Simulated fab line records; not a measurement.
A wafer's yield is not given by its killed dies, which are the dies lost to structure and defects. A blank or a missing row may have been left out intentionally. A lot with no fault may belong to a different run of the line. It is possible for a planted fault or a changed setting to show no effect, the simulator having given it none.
Chamber matching	flow nandHarc	NHARC_A_WL_FILL_ALD_00 on aldHk-01: 4 sister chambers
The step deposits Al2O3, target thk 3 nm, pulse time 3 s, ald cycles 30. 8 wafers are shown with their chamber, then 7 later ones without.

EACH WAFER AND ITS CHAMBER
wafer	chamber	heaterPowerW (W)	precursorPulseHeightRel
L751.5	2	514	0.992
L754.1	0	471	1.014
L754.4	3	369	0.999
L754.5	3	372	0.983
L756.2	2	516	0.993
L756.3	0	481	1.021
L756.5	1	502	0.987
L759.2	1	514	1.001

WAFERS WITH NO CHAMBER GIVEN
wafer	heaterPowerW (W)	precursorPulseHeightRel
L759.4	535	1.001
L759.5	509	1.003
L765.1	486	0.964
L765.2	512	1.009
L765.6	491	1.008
L770.4	517	0.996
L770.6	375	1.015

EACH ONE'S CHAMBER
wafer	from the rows above	in truth
L759.4	can't be placed: 2 or 1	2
L759.5	can't be placed: 1 or 2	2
L765.1	can't be placed: 1 or 2 or 0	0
L765.2	can't be placed: 1 or 2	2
L765.6	can't be placed: 0 or 1 or 2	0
L770.4	can't be placed: 2 or 1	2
L770.6	3	3
1 of 7 placed correctly. Can't be placed from these rows: 6 (the true chamber is among the candidates in 6). Number placed wrongly: 0.
How it was worked out, from the rows above alone: a wafer's distance from a chamber is the root of the sum, over the readings, of the square of ((its reading less the chamber's mean) divided by the reading's scatter). The wafer belongs to the nearest chamber; if the next one is less than 2 further off, it can't be placed. A chamber's mean is the mean of its shown wafers. How the scatter is found: for the shown wafers, subtract from each reading the mean of its chamber, square and add these, divide the total by (wafers less chambers), then take the root.
